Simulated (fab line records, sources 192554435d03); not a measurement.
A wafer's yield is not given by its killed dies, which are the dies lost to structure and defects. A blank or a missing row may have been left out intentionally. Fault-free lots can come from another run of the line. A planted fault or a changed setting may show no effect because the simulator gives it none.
fab line records    flow n5Finfet
record: lots: 8  wafers: 24  lastDay: 17
route steps=1938 shown BEOL_M4@1111 BEOL_M5@1131 PASSIVATION@1936
lots that met no fault: taken from a fault-free run of the same line
startH: the number of hours between the record's first day and the start of the first shown wafer of the lot    waitH: hours from the lot's prior step to this one    " as in the row above    L1.1+2: a row that stands for several wafers    - value missing, or start not given    * or withheld: withheld    < > ~ a bound
route shown NAME@n: NAME is a module with steps in the file, n the number in the route of the first one    usual: average and standard deviation across the fault-free wafers    same: alike in all rows    chamber/n: place in a boat    sites: the reading at each site    _std_site: the values' standard deviation    _edge_site: mean of outer sites minus mean of inner sites    radiusMm: how far each site lies from the wafer's centre    mask NAME#n: copy n    behind: the last tool/chamber to shape the wafer    hold: the reason the lot was held/the length of the hold in hours/how it ended    device: the transistor (n, p or np) that didn't switch    end of line: the same wafers' tests at the end of the route    a step with no rows: only its recipe    killed: the dies lost at the first sort to structure and to defects; this is not the yield of the wafer    map: per-die view of a wafer (x killed, . not killed, _ where there is no die)
set.NAME: the setting as run; set.NAME@STEP: as run at that earlier step    model.NAME: the simulator's own value behind a step, which no gauge read
one table for each step of the route and one row for each wafer, over a sample of lots
services: the hour from which a tool's chamber was out of use, counted from the record's first day as startH (under 0 if before that day), plus the number of hours and why
== steps ==
step: N5_BEOL_M4_RC_MEAS_101
usual: DIBL_N: 36.0/1.7  DIBL_P: 35.8/2  IOFF_N: 0.15/0.03  IOFF_P: 0.20/0.037  ION_N: 670/12  ION_P: 460/7.2  SS_N: 71.5/0.68  SS_P: 73.2/0.65  VT_N: 250/3.1  VT_P: -251/3.4
lot.wafer  tool       chamber  startH  waitH  DIBL_N[mV/V]  DIBL_P[mV/V]  IOFF_N[nA/um]  IOFF_P[nA/um]  ION_N[uA/um]  ION_P[uA/um]  SS_N[mV/dec]  SS_P[mV/dec]  VT_N[mV]  VT_P[mV]
L514.2     prober-01  0        195.43  0.2    39.0          38.2          0.22           0.31           669           465           72.4          75.0          244       -240
L514.3     "          0        "       "      39.3          38.9          0.23           0.33           663           463           72.1          74.9          244       -241
L514.4     "          0        "       "      34.0          32.5          0.12           0.20           657           464           70.2          72.8          250       -246
L516.2     prober-01  0        200.75  0.2    36.3          37.4          0.15           0.21           654           448           70.6          73.9          248       -252
L516.4     "          0        "       "      34.4          36.1          0.13           0.18           663           460           71.2          73.1          252       -251
L516.6     "          0        "       "      39.2          40.2          0.20           0.27           669           455           73.0          74.0          246       -251
L515.1     prober-02  0        200.82  0.0    33.1          33.7          0.12           0.15           662           454           71.1          73.2          252       -255
L515.3     "          0        "       "      35.5          36.5          0.16           0.18           666           449           71.8          73.2          248       -254
L515.4     "          0        "       "      34.2          35.5          0.14           0.18           682           469           71.3          72.5          251       -255
L520.1     prober-01  0        237.50  0.0    37.7          38.1          0.19           0.27           687           477           71.5          73.5          248       -244
L520.3     "          0        "       "      36.0          35.1          0.15           0.21           656           455           71.8          72.4          249       -249
L520.4     "          0        "       "      34.8          33.7          0.13           0.18           678           462           71.3          73.1          251       -249
L523.1     prober-01  0        255.01  0.0    36.2          35.7          0.14           0.19           658           453           71.2          72.7          252       -252
L523.3     "          0        "       "      35.2          35.6          0.14           0.20           684           470           71.1          73.4          250       -250
L523.6     "          0        "       "      35.0          34.7          0.12           0.18           655           460           70.1          72.7          254       -251
L525.1     prober-01  0        281.65  0.0    35.4          35.2          0.14           0.20           676           469           71.5          73.1          252       -249
L525.2     "          0        "       "      35.4          36.6          0.16           0.23           674           466           71.5          73.0          249       -247
L525.4     "          0        "       "      34.2          32.8          0.12           0.17           670           457           71.4          72.7          251       -252
L527.2     prober-02  0        282.10  0.2    34.7          33.5          0.13           0.19           671           460           71.4          72.2          252       -249
L527.3     "          0        "       "      36.5          35.0          0.15           0.22           647           448           72.0          72.6          251       -247
L527.5     "          0        "       "      36.4          35.7          0.15           0.22           658           456           71.8          72.8          251       -247
L532.3     prober-02  0        305.41  0.3    34.7          33.1          0.14           0.17           671           462           71.1          72.5          248       -253
L532.5     "          0        "       "      35.7          35.3          0.15           0.20           684           465           70.8          73.3          247       -252
L532.6     "          0        "       "      37.3          35.7          0.17           0.21           665           457           71.3          72.6          248       -250
step: N5_BEOL_M5_ETCH_61
recipe: chemistry: CF4  target: SiARC  targetDepthA: 156  maskMaterial: CAR-EUV  timeS: 26  ionEnergyEv: 80  pressureMtorr: 40  sourceW: 545  biasW: 36  Ar_flow_sccm: 100  cf4FlowSccm: 100  ends: cleared
usual: biasW: 36.00/0.11  cf4FlowSccm: 100.02/0.28  drypumpMotorCurrentA: 5.8/0.39  etchRfOnTimeS: 25.9/0.68  oesProductAu: 0.65/0.071  rfFwdPowerW: 533.1/2  rfVppV: 183.9/1.3  showerheadPlenumPTorr: 2.12/0.079  throttleValvePct: 15.73/0.25
lot.wafer  tool        chamber  startH  waitH  biasW  cf4FlowSccm  drypumpMotorCurrentA  etchRfOnTimeS  oesProductAu  rfFwdPowerW  rfHoursCounterH  rfVppV  showerheadPlenumPTorr  throttleValvePct
L514.2     rieDiel-01  0        202.94  0.0    36.13  100.57       6.2                   26.2           0.61          530.4        217              183.9   2.03                   15.72
L514.3     "           2        "       "      35.97  99.90        5.2                   25.3           0.78          532.0        20               182.9   2.09                   15.36
L514.4     "           1        "       "      35.97  99.83        6.1                   27.5           0.59          531.1        219              183.9   2.12                   15.88
L516.2     rieDiel-06  0        203.29  0.0    35.82  100.48       5.7                   26.7           0.63          534.7        164              185.4   2.14                   15.77
L516.4     "           0        "       "      35.90  99.86        5.7                   26.9           0.63          532.1        -                182.3   2.14                   15.76
L516.6     "           3        "       "      35.94  100.03       6.2                   26.6           0.63          531.5        -                183.4   2.13                   16.01
L515.1     rieDiel-06  0        203.52  0.0    36.12  99.71        5.7                   26.3           0.63          534.1        164              183.2   2.14                   15.76
L515.3     "           3        "       "      35.93  100.36       6.2                   26.2           0.63          534.5        166              184.3   2.13                   16.00
L515.4     "           0        "       "      35.91  99.65        5.7                   26.4           0.63          533.8        -                184.6   2.14                   15.75
L520.1     rieDiel-06  3        240.02  0.0    35.91  100.31       6.2                   25.9           0.62          531.9        177              183.6   2.13                   16.04
L520.3     "           0        "       "      36.05  100.03       5.7                   26.1           0.63          531.8        175              183.8   2.13                   15.79
L520.4     "           1        "       "      36.00  99.83        5.2                   25.8           0.59          535.7        244              183.1   2.11                   15.60
L523.1     rieDiel-06  2        258.10  0.0    36.14  100.03       5.6                   25.0           0.68          532.0        156              182.5   1.98                   15.79
L523.3     "           3        "       "      35.98  100.02       6.2                   26.3           0.62          534.0        184              184.7   2.13                   16.02
L523.6     "           3        "       "      35.94  99.82        6.2                   26.1           0.62          532.2        -                184.3   2.13                   16.02
L525.1     rieDiel-05  1        284.24  0.0    36.00  99.51        6.0                   25.5           0.62          536.6        198              183.4   2.13                   15.56
L525.2     "           0        "       "      36.16  100.26       6.4                   25.6           0.77          531.9        25               186.1   2.27                   15.75
L525.4     "           3        "       "      35.82  100.05       6.1                   26.1           0.57          531.4        245              183.1   2.20                   15.92
L527.2     rieDiel-06  2        284.48  0.0    35.99  100.01       5.6                   25.5           0.65          530.5        166              183.0   1.97                   15.81
L527.3     "           1        "       "      35.95  100.06       5.2                   25.6           0.82          533.6        2                183.5   2.11                   15.13
L527.5     "           2        "       "      36.14  99.61        5.6                   25.3           0.67          527.3        -                182.4   1.97                   15.78
L532.3     rieDiel-06  0        308.45  0.0    36.24  99.40        5.7                   26.4           0.61          531.5        198              184.4   2.13                   15.82
L532.5     "           1        "       "      36.04  99.69        5.2                   24.8           0.80          533.4        -                182.7   2.11                   15.14
L532.6     "           0        "       "      36.01  99.66        5.7                   26.5           0.61          533.5        -                185.3   2.13                   15.83
step: N5_BEOL_M5_ETCH_62
recipe: chemistry: N2/H2  target: SOC  targetDepthA: 750  overetchA: 150  maskMaterial: SiARC  tempC: 40  timeS: 112.5  ionEnergyEv: 200  pressureMtorr: 30  sourceW: 840  biasW: 150  n2FlowSccm: 200  h2FlowSccm: 200
usual: biasW: 150.0/0.4  chamberPressureMTorr: 29.997/0.029  drypumpMotorCurrentA: 5.8/0.39  oesProductAu: 0.60/0.059  rfFwdPowerW: 837.5/2.5  rfVppV: 523.1/2.9  showerheadPlenumPTorr: 2.52/0.099  throttleValvePct: 18.0/0.32
lot.wafer  tool        chamber  startH  waitH  biasW  chamberPressureMTorr  drypumpMotorCurrentA  oesProductAu  rfFwdPowerW  rfHoursCounterH  rfVppV  showerheadPlenumPTorr  throttleValvePct
L514.2     rieDiel-01  0        202.97  0.0    149.7  30.032                6.2                   0.56          836.6        217              520.5   2.41                   18.0
L514.3     "           2        "       "      150.6  29.988                5.2                   0.71          839.0        20               521.9   2.48                   17.7
L514.4     "           1        "       "      150.0  29.996                6.1                   0.56          835.6        219              522.9   2.50                   18.0
L516.2     rieDiel-06  0        203.32  0.0    150.0  30.050                5.7                   0.59          835.4        164              523.8   2.55                   18.1
L516.4     "           0        "       "      149.9  29.980                5.7                   0.59          839.5        -                525.0   2.55                   18.1
L516.6     "           3        "       "      149.3  30.011                6.2                   0.58          838.0        -                522.9   2.53                   18.3
L515.1     rieDiel-06  0        203.55  0.0    149.9  30.009                5.7                   0.60          835.3        164              524.5   2.55                   18.1
L515.3     "           3        "       "      150.4  30.072                6.2                   0.58          839.6        166              522.8   2.53                   18.3
L515.4     "           0        "       "      150.1  30.016                5.7                   0.60          837.9        -                523.2   2.55                   18.1
L520.1     rieDiel-06  3        240.05  0.0    150.5  29.982                6.2                   0.58          837.7        177              523.3   2.53                   18.3
L520.3     "           0        "       "      150.3  29.973                5.7                   0.60          835.4        175              524.1   2.54                   18.2
L520.4     "           1        "       "      150.0  30.010                5.2                   0.56          841.7        244              523.7   2.50                   17.7
L523.1     rieDiel-06  2        258.12  0.0    150.6  29.988                5.6                   0.61          836.8        156              517.9   2.34                   18.0
L523.3     "           3        "       "      149.6  29.950                6.2                   0.58          836.9        184              524.3   2.53                   18.3
L523.6     "           3        "       "      149.4  29.950                6.2                   0.57          836.0        -                524.0   2.53                   18.3
L525.1     rieDiel-05  1        284.27  0.0    150.2  30.023                6.1                   0.57          839.6        199              522.6   2.52                   17.7
L525.2     "           0        "       "      149.7  30.007                6.4                   0.70          838.1        25               527.7   2.72                   18.0
L525.4     "           3        "       "      149.8  30.029                6.2                   0.53          838.0        245              525.1   2.62                   18.1
L527.2     rieDiel-06  2        284.51  0.0    150.7  30.014                5.7                   0.61          839.8        166              517.5   2.34                   18.0
L527.3     "           1        "       "      150.1  30.008                5.2                   0.74          837.0        2                523.0   2.49                   17.3
L527.5     "           2        "       "      150.4  30.006                5.7                   0.60          838.9        -                516.3   2.34                   18.0
L532.3     rieDiel-06  0        308.48  0.0    150.0  30.070                5.7                   0.57          840.8        198              524.3   2.53                   18.2
L532.5     "           1        "       "      150.7  30.013                5.2                   0.73          837.3        -                522.9   2.49                   17.2
L532.6     "           0        "       "      149.7  30.045                5.7                   0.57          839.1        -                524.8   2.53                   18.2
step: N5_BEOL_M5_CD_MEAS_28
recipe: targetCdNm: 30.6  landingEnergyEv: 500  detector: seInlens  targetCdYNm: 20  polarity: opening
usual: cdNm: 30.58/0.23
lot.wafer  tool      chamber  startH  waitH  cdNm
L516.2     cdSem-03  0        204.45  -      30.38
L516.4     "         0        "       "      30.47
L516.6     "         0        "       "      30.52
L514.2     cdSem-02  0        204.62  -      30.88
L514.3     "         0        "       "      30.61
L514.4     "         0        "       "      30.49
L515.1     cdSem-03  0        204.80  -      30.34
L515.3     "         0        "       "      30.79
L515.4     "         0        "       "      30.63
L520.1     cdSem-01  0        240.93  -      30.40
L520.3     "         0        "       "      30.51
L520.4     "         0        "       "      30.63
L523.1     cdSem-03  0        258.78  -      30.50
L523.3     "         0        "       "      30.86
L523.6     "         0        "       "      30.97
L525.1     cdSem-03  0        285.42  -      31.05
L525.2     "         0        "       "      30.31
L525.4     "         0        "       "      30.81
L527.2     cdSem-02  0        285.59  -      30.21
L527.3     "         0        "       "      30.47
L527.5     "         0        "       "      30.63
L532.3     cdSem-01  0        309.18  -      30.47
L532.5     "         0        "       "      30.36
L532.6     "         0        "       "      30.77
step: N5_BEOL_M5_ETCH_67
recipe: chemistry: CF4  target: SiARC  targetDepthA: 156  maskMaterial: CAR-EUV  timeS: 26  ionEnergyEv: 80  pressureMtorr: 40  sourceW: 545  biasW: 36  Ar_flow_sccm: 100  cf4FlowSccm: 100  ends: cleared
usual: biasW: 36.00/0.1  cf4FlowSccm: 100.1/0.34  drypumpMotorCurrentA: 5.9/0.4  etchRfOnTimeS: 25.8/0.66  oesProductAu: 0.66/0.079  rfFwdPowerW: 533.0/2.1  rfVppV: 184.1/1.3  showerheadPlenumPTorr: 2.14/0.08  throttleValvePct: 15.69/0.25
lot.wafer  tool        chamber  startH  waitH  biasW  cf4FlowSccm  drypumpMotorCurrentA  etchRfOnTimeS  oesProductAu  rfFwdPowerW  rfHoursCounterH  rfVppV  showerheadPlenumPTorr  throttleValvePct
L516.2     rieDiel-06  0        204.86  0.0    -      -            -                     -              -             -            -                -       -                      -
L516.4     "           0        "       "      -      -            -                     -              -             -            -                -       -                      -
L516.6     "           3        "       "      -      -            -                     -              -             -            -                -       -                      -
L514.2     rieDiel-06  1        205.25  0.0    -      -            -                     -              -             -            -                -       -                      -
L514.3     "           0        "       "      -      -            -                     -              -             -            -                -       -                      -
L514.4     "           1        "       "      -      -            -                     -              -             -            -                -       -                      -
L515.1     rieDiel-01  3        205.35  0.0    -      -            -                     -              -             -            -                -       -                      -
L515.3     "           0        "       "      -      -            -                     -              -             -            -                -       -                      -
L515.4     "           1        "       "      -      -            -                     -              -             -            -                -       -                      -
L520.1     rieDiel-01  0        241.11  0.0    36.05  99.9         6.2                   26.1           0.60          532.5        227              182.6   2.03                   15.75
L520.3     "           1        "       "      35.85  100.3        6.1                   27.3           0.59          533.2        230              183.3   2.11                   15.90
L520.4     "           3        "       "      35.99  100.0        5.6                   25.5           0.61          529.8        207              184.5   2.21                   15.87
L523.1     rieDiel-06  1        258.96  0.0    35.95  99.8         5.2                   26.5           0.59          534.6        250              183.7   2.11                   15.62
L523.3     "           3        "       "      35.97  99.8         6.2                   26.4           0.61          533.3        184              181.5   2.13                   16.03
L523.6     "           2        "       "      36.14  99.9         5.7                   25.3           0.67          529.4        -                182.9   1.98                   15.77
L525.1     rieDiel-01  0        285.65  0.0    36.07  100.9        6.2                   26.2           0.59          530.1        241              183.7   2.03                   15.78
L525.2     "           3        "       "      36.00  100.2        5.6                   25.1           0.61          531.2        223              186.1   2.21                   15.89
L525.4     "           2        "       "      35.95  100.7        5.2                   25.0           0.76          531.3        39               184.4   2.08                   15.39
L527.2     rieDiel-06  0        285.77  0.0    35.99  99.8         5.7                   26.7           0.62          532.3        192              182.9   2.13                   15.81
L527.3     "           2        "       "      36.02  100.1        5.6                   25.2           0.66          531.4        167              182.7   1.97                   15.79
L527.5     "           0        "       "      35.98  99.7         5.7                   26.6           0.61          533.4        -                184.1   2.13                   15.82
L532.3     rieDiel-06  0        309.40  0.0    36.13  100.0        5.7                   26.4           0.62          534.6        198              185.0   2.13                   15.82
L532.5     "           1        "       "      36.06  100.0        5.2                   25.2           0.80          534.2        -                184.7   2.11                   15.16
L532.6     "           0        "       "      36.11  100.2        5.7                   26.1           0.62          533.6        -                183.7   2.13                   15.83
step: N5_BEOL_M5_ETCH_68
recipe: chemistry: N2/H2  target: SOC  targetDepthA: 800  overetchA: 160  maskMaterial: SiARC  tempC: 40  timeS: 120  ionEnergyEv: 200  pressureMtorr: 30  sourceW: 840  biasW: 150  n2FlowSccm: 200  h2FlowSccm: 200
usual: biasW: 149.9/0.4  chamberPressureMTorr: 30.002/0.027  drypumpMotorCurrentA: 5.9/0.4  oesProductAu: 0.58/0.064  rfFwdPowerW: 836/3.1  rfVppV: 523.7/2.7  showerheadPlenumPTorr: 2.54/0.1  throttleValvePct: 17.9/0.32
lot.wafer  tool        chamber  startH  waitH  biasW  chamberPressureMTorr  drypumpMotorCurrentA  oesProductAu  rfFwdPowerW  rfHoursCounterH  rfVppV  showerheadPlenumPTorr  throttleValvePct
L516.2     rieDiel-06  0        204.89  0.0    149.9  30.000                5.7                   0.28          835          165              523.1   2.55                   18.1
L516.4     "           0        "       "      150.4  29.963                5.7                   0.28          839          -                524.8   2.55                   18.1
L516.6     "           3        "       "      150.8  30.014                6.2                   0.27          837          -                522.9   2.53                   18.2
L514.2     rieDiel-06  1        205.28  0.0    150.4  29.991                5.2                   0.27          835          234              521.5   2.50                   17.6
L514.3     "           0        "       "      149.7  30.022                5.7                   0.28          835          165              524.0   2.55                   18.1
L514.4     "           1        "       "      150.1  30.023                5.2                   0.26          834          -                523.5   2.50                   17.6
L515.1     rieDiel-01  3        205.38  0.0    149.6  29.979                5.6                   0.26          841          199              526.3   2.62                   18.0
L515.3     "           0        "       "      149.7  29.986                6.2                   0.27          838          218              520.6   2.40                   18.0
L515.4     "           1        "       "      149.9  30.010                6.1                   0.27          842          221              524.6   2.50                   18.0
L520.1     rieDiel-01  0        241.13  0.0    150.1  29.952                6.2                   0.54          833          227              519.5   2.40                   18.1
L520.3     "           1        "       "      149.6  30.015                6.1                   0.55          836          230              522.6   2.49                   18.0
L520.4     "           3        "       "      150.1  30.037                5.6                   0.54          835          207              526.2   2.62                   18.0
L523.1     rieDiel-06  1        258.99  0.0    150.5  29.965                5.2                   0.53          831          250              522.4   2.49                   17.7
L523.3     "           3        "       "      149.6  30.042                6.2                   0.55          837          184              523.3   2.53                   18.3
L523.6     "           2        "       "      149.6  30.016                5.7                   0.59          838          -                519.1   2.34                   18.0
L525.1     rieDiel-01  0        285.68  0.0    149.4  30.045                6.2                   0.53          832          241              520.6   2.40                   18.1
L525.2     "           3        "       "      149.3  30.011                5.6                   0.53          834          223              525.2   2.61                   18.0
L525.4     "           2        "       "      150.7  30.032                5.2                   0.66          832          39               523.0   2.47                   17.7
L527.2     rieDiel-06  0        285.80  0.0    149.8  29.988                5.7                   0.56          838          192              523.7   2.54                   18.2
L527.3     "           2        "       "      150.2  30.024                5.7                   0.59          837          167              517.5   2.34                   18.0
L527.5     "           0        "       "      150.1  29.986                5.7                   0.56          837          -                522.6   2.54                   18.2
L532.3     rieDiel-06  0        309.43  0.0    149.9  29.977                5.7                   0.55          833          198              524.1   2.53                   18.2
L532.5     "           1        "       "      149.4  29.995                5.2                   0.70          837          -                521.8   2.49                   17.3
L532.6     "           0        "       "      149.9  30.021                5.7                   0.55          833          -                523.3   2.53                   18.2
step: N5_PASSIVATION_PROBE_49
usual: defectLimitedYield: 91.4/1.5  killed_at_M0_to_M3: 32/9.8  killed_at_M4_up: 15/5.6  killedAtContacts: 12/5.4  killedAtFrontEnd: 40/13  killedAtOther: 3.0/2.1  killedDies: 102/17  killedOnRim: 14/4.4  killedOpen: 67/13  killedShort: 32/7.1  sort_bin_5_function: 5.1/0.96  sort_bin_6_memory: 3.2/0.7  sortNPass: 1078/18  sortYieldPct: 91.3/1.5
same: grossDies: 1180  killedAtBackSide: 0  sort_bin_4_leakage[%]: 0  sort_bin_8_speed[%]: 0
lot.wafer  tool       chamber  startH  waitH  defectLimitedYield[%]  killed_at_M0_to_M3  killed_at_M4_up  killedAtContacts  killedAtFrontEnd  killedAtOther  killedDies  killedOnRim  killedOpen  killedShort  sort_bin_5_function[%]  sort_bin_6_memory[%]  sortNPass  sortYieldPct[%]
L515.1     prober-02  -        312.98  0.0    0                      20                  1114             21                16                9              1180        152          54          31           96.9                    2.8                   0          0
L515.3     prober-02  -        313.08  0.1    0                      28                  1106             15                26                5              1180        152          63          28           97.0                    2.6                   0          0
L515.4     prober-02  -        313.13  0.2    0                      24                  1094             23                35                4              1180        152          66          33           96.8                    2.9                   0          0
L520.1     prober-01  -        347.44  0.0    92.5                   30                  19               11                29                0              89          11           60          26           5.2                     2.2                   1091       92.5
L520.3     prober-01  -        347.54  0.1    89.3                   58                  17               20                28                3              126         26           72          49           6.4                     3.5                   1054       89.3
L520.4     prober-01  -        347.59  0.2    90.2                   50                  16               11                35                4              116         14           76          36           5.8                     3.8                   1064       90.2
L523.1     prober-02  -        359.80  0.0    91.4                   36                  14               13                38                1              102         17           73          28           4.8                     3.5                   1078       91.4
L523.3     prober-02  -        359.90  0.1    92.6                   32                  14               7                 31                3              87          11           59          27           4.2                     2.9                   1093       92.6
L523.6     prober-02  -        360.05  0.3    91.4                   21                  19               5                 54                2              101         12           71          26           5.2                     3.0                   1079       91.4
L525.1     prober-02  -        384.38  0.0    89.4                   47                  20               16                40                2              125         17           83          41           7.0                     3.1                   1055       89.4
L525.2     prober-02  -        384.43  0.1    90.2                   35                  7                19                52                3              116         11           77          28           5.6                     3.2                   1064       90.2
L525.4     prober-02  -        384.53  0.2    91.0                   43                  17               14                30                2              106         15           80          25           4.8                     3.8                   1074       91.0
L527.2     prober-02  -        393.88  0.1    93.8                   22                  8                3                 37                3              73          10           44          29           3.3                     2.7                   1107       93.8
L527.3     prober-02  -        393.93  0.1    93.2                   24                  12               19                25                0              80          11           57          21           3.2                     3.6                   1100       93.2
L527.5     prober-02  -        394.03  0.2    93.0                   35                  11               17                19                1              83          10           47          33           4.1                     3.0                   1097       93.0
L532.3     prober-01  -        413.68  0.1    92.6                   32                  13               16                24                2              87          7            54          32           4.2                     2.9                   1093       92.6
L532.5     prober-01  -        413.78  0.2    92.4                   19                  9                20                40                2              90          8            69          20           4.1                     3.6                   1090       92.4
L532.6     prober-01  -        413.83  0.3    91.6                   33                  8                13                43                2              99          8            63          36           4.9                     3.1                   1081       91.6
killed by level:class
L515.1 BEOL_M5:areaEtch=1095 MOL_CONTACT_COAG:geometricParticle:open=18 BEOL_M4:geometricParticle:open=11 BEOL_M0_SAQP:geometricParticle:short=10 PASS1_DEP:geometricParticle:short=5 FIN_SAQP:geometricParticle:open=4 GATE_CUT:geometricParticle:short=4 MOL_CONTACT_COAG:geometricParticle:short=3
L515.3 BEOL_M5:areaEtch=1089 MOL_CONTACT_COAG:geometricParticle:open=14 BEOL_M4:geometricParticle:open=9 BEOL_M0_SAQP:geometricParticle:open=7 BEOL_M0_SAQP:geometricParticle:short=6 BEOL_M1:geometricParticle:open=6 BEOL_M4:geometricParticle:short=5 STARTING-WAFER:geometricParticle:open=5
L515.4 BEOL_M5:areaEtch=1081 MOL_CONTACT_COAG:geometricParticle:open=17 BEOL_M4:geometricParticle:open=9 FIN_SAQP:geometricParticle:open=7 ILD0:geometricParticle:short=6 MOL_CONTACT_COAG:geometricParticle:short=6 FIN_SAQP:geometricParticle:short=5 BEOL_M0:geometricParticle:open=5
L520.1 BEOL_M1:geometricParticle:open=9 MOL_CONTACT_COAG:geometricParticle:open=8 BEOL_M0_SAQP:geometricParticle:open=6 STARTING-WAFER:geometricParticle:short=6 DUMMY_GATE:geometricParticle:open=5 BEOL_M4:geometricParticle:open=5 BEOL_M6:geometricParticle:open=5 BEOL_M2:geometricParticle:open=4
L520.3 MOL_CONTACT_COAG:geometricParticle:open=16 BEOL_M0_SAQP:geometricParticle:short=13 BEOL_M3:geometricParticle:open=11 BEOL_M1:geometricParticle:short=8 BEOL_M1:geometricParticle:open=8 FIN_SAQP:geometricParticle:short=7 STI_FIN_REVEAL:geometricParticle:open=7 BEOL_M4:geometricParticle:open=7
L520.4 FIN_SAQP:geometricParticle:short=9 MOL_CONTACT_COAG:geometricParticle:open=9 BEOL_M1:geometricParticle:open=9 FIN_SAQP:geometricParticle:open=8 BEOL_M2:geometricParticle:open=8 BEOL_M3:geometricParticle:open=8 BEOL_M0_SAQP:geometricParticle:open=7 BEOL_M0_SAQP:geometricParticle:short=6
L523.1 BEOL_M0_SAQP:geometricParticle:open=12 MOL_CONTACT_COAG:geometricParticle:open=11 BEOL_M3:geometricParticle:open=8 STI_FIN_REVEAL:geometricParticle:open=7 GATE_CUT:geometricParticle:short=7 BEOL_M0_SAQP:geometricParticle:short=7 FIN_SAQP:geometricParticle:short=5 BEOL_M4:geometricParticle:open=5
L523.3 FIN_SAQP:geometricParticle:open=11 BEOL_M3:geometricParticle:open=9 BEOL_M2:geometricParticle:open=7 BEOL_M4:geometricParticle:open=7 MOL_CONTACT_COAG:geometricParticle:open=6 BEOL_M2:geometricParticle:short=6 STI_FIN_REVEAL:geometricParticle:open=4 GATE_CUT:geometricParticle:short=4
L523.6 FIN_SAQP:geometricParticle:open=13 STI_FIN_REVEAL:geometricParticle:open=11 BEOL_M3:geometricParticle:open=8 BEOL_M4:geometricParticle:open=7 GATE_CUT:geometricParticle:open=5 GATE_CUT:geometricParticle:short=5 MOL_CONTACT_COAG:geometricParticle:open=4 BEOL_M6:geometricParticle:open=4
L525.1 BEOL_M3:geometricParticle:open=15 MOL_CONTACT_COAG:geometricParticle:open=13 BEOL_M4:geometricParticle:open=12 BEOL_M0_SAQP:geometricParticle:short=9 STI_FIN_REVEAL:geometricParticle:open=8 BEOL_M2:geometricParticle:open=7 FIN_SAQP:geometricParticle:short=6 BEOL_M0:geometricParticle:open=6
L525.2 MOL_CONTACT_COAG:geometricParticle:open=17 BEOL_M2:geometricParticle:open=11 STI_FIN_REVEAL:geometricParticle:open=10 DUMMY_GATE:geometricParticle:open=10 HKMG_FIN:areaEtch=9 BEOL_M1:geometricParticle:open=8 GATE_CUT:geometricParticle:short=6 BEOL_M3:geometricParticle:open=6
L525.4 STI_FIN_REVEAL:geometricParticle:open=13 MOL_CONTACT_COAG:geometricParticle:open=10 BEOL_M0_SAQP:geometricParticle:open=8 BEOL_M3:geometricParticle:open=8 BEOL_M1:geometricParticle:open=7 BEOL_M2:geometricParticle:open=7 DUMMY_GATE:geometricParticle:open=5 BEOL_M0:geometricParticle:open=5
L527.2 FIN_SAQP:geometricParticle:short=6 BEOL_M2:geometricParticle:open=5 STI_FIN_REVEAL:geometricParticle:open=4 DUMMY_GATE:geometricParticle:open=4 ILD0:geometricParticle:short=4 GATE_CUT:geometricParticle:short=4 BEOL_M0_SAQP:geometricParticle:short=4 BEOL_M2:geometricParticle:short=4
L527.3 MOL_CONTACT_COAG:geometricParticle:open=15 FIN_SAQP:geometricParticle:open=7 BEOL_M2:geometricParticle:open=6 STI_FIN_REVEAL:geometricParticle:open=5 BEOL_M0_SAQP:geometricParticle:open=5 MOL_CONTACT_COAG:geometricParticle:short=4 BEOL_M0_SAQP:geometricParticle:short=4 BEOL_M3:geometricParticle:open=4
L527.5 MOL_CONTACT_COAG:geometricParticle:open=10 BEOL_M2:geometricParticle:open=9 BEOL_M1:geometricParticle:open=7 MOL_CONTACT_COAG:geometricParticle:short=7 BEOL_M3:geometricParticle:open=5 BEOL_M0:geometricParticle:open=4 BEOL_M1:geometricParticle:short=4 STARTING-WAFER:geometricParticle:open=4
L532.3 BEOL_M0_SAQP:geometricParticle:short=12 MOL_CONTACT_COAG:geometricParticle:open=10 BEOL_M0_SAQP:geometricParticle:open=9 MOL_CONTACT_COAG:geometricParticle:short=6 GATE_CUT:geometricParticle:short=5 BEOL_M3:geometricParticle:open=4 BEOL_M4:geometricParticle:open=4 DUMMY_GATE:geometricParticle:open=3
L532.5 STI_FIN_REVEAL:geometricParticle:open=18 MOL_CONTACT_COAG:geometricParticle:open=18 BEOL_M0_SAQP:geometricParticle:open=7 BEOL_M0_SAQP:geometricParticle:short=5 FIN_SAQP:geometricParticle:open=4 BEOL_M1:geometricParticle:open=4 FIN_SAQP:geometricParticle:short=3 DUMMY_GATE:geometricParticle:open=3
L532.6 BEOL_M0_SAQP:geometricParticle:open=15 BEOL_M0_SAQP:geometricParticle:short=13 FIN_SAQP:geometricParticle:open=9 FIN_SAQP:geometricParticle:short=8 MOL_CONTACT_COAG:geometricParticle:open=8 DUMMY_GATE:geometricParticle:open=7 STI_FIN_REVEAL:geometricParticle:open=5 MOL_CONTACT_COAG:geometricParticle:short=5
== services ==
tool        chamber  startH  hours  kind
rieDiel-06  0        190.33  6.5    repair
rieDiel-05  0        192.88  -      clean
rieDiel-05  0        192.88  -      consumableReplace:focusRing
rieDiel-05  0        192.88  -      consumableReplace:showerhead
rieDiel-05  0        192.88  15.2   scheduledDown
rieDiel-05  0        192.88  15.2   ventCycle
rieDiel-06  2        195.78  28.7   repair
rieDiel-05  1        197.55  24.1   repair
rieDiel-05  1        244.64  5.5    repair
rieDiel-01  0        249.43  3.8    repair
rieDiel-05  2        250.16  -      clean
rieDiel-05  2        250.16  -      consumableReplace:focusRing
rieDiel-05  2        250.16  -      consumableReplace:showerhead
rieDiel-05  2        250.16  21.8   scheduledDown
rieDiel-05  2        250.16  21.8   ventCycle
rieDiel-06  1        259.30  -      clean
rieDiel-06  1        259.30  -      consumableReplace:focusRing
rieDiel-06  1        259.30  16.3   scheduledDown
rieDiel-06  1        259.30  16.3   ventCycle
rieDiel-01  2        265.90  16.8   repair
rieDiel-01  1        303.50  -      clean
rieDiel-01  1        303.50  -      consumableReplace:focusRing
rieDiel-01  1        303.50  23.9   scheduledDown
rieDiel-01  1        303.50  23.9   ventCycle
== key ==
firstSign: step: N5_BEOL_M5_ETCH_67  reading: toolRecord  direction: missing
effect: step: N5_BEOL_M5_ETCH_68  reading: oesProductAu  direction: down  sigmas: 4.8  usual: 0.58  struck: 0.27
effect: step: N5_PASSIVATION_PROBE_49  reading: killed_at_M4_up  direction: up  sigmas: 99+  usual: 15  struck: 1105
moreKillsBornAt: N5_BEOL_M5_ETCH_67@rieDiel-01: 3265
metAt N5_BEOL_M5_ETCH_67
struckLots L514,L515,L516
rowsEnd L514.2,L514.3,L514.4,L516.2,L516.4,L516.6
laterRowsLeftOut L515.1,L515.3,L515.4
notActingAt N5_BEOL_M5_ETCH_61,N5_BEOL_M5_ETCH_62,N5_BEOL_M5_CD_MEAS_28
fault: kind: skippedStepWhole  tool: rieDiel-01,rieDiel-06  chamber: -  onsetH: 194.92  steps: N5_BEOL_M5_ETCH_67  scope: struckLotsOnly
laterRowsLeftOut: the simulator's readings of these wafers behind a module that went badly wrong aren't trusted and aren't shown, but for the sort
rowsEnd: these wafers met a further fault down the route, and their rows from its step on are left out
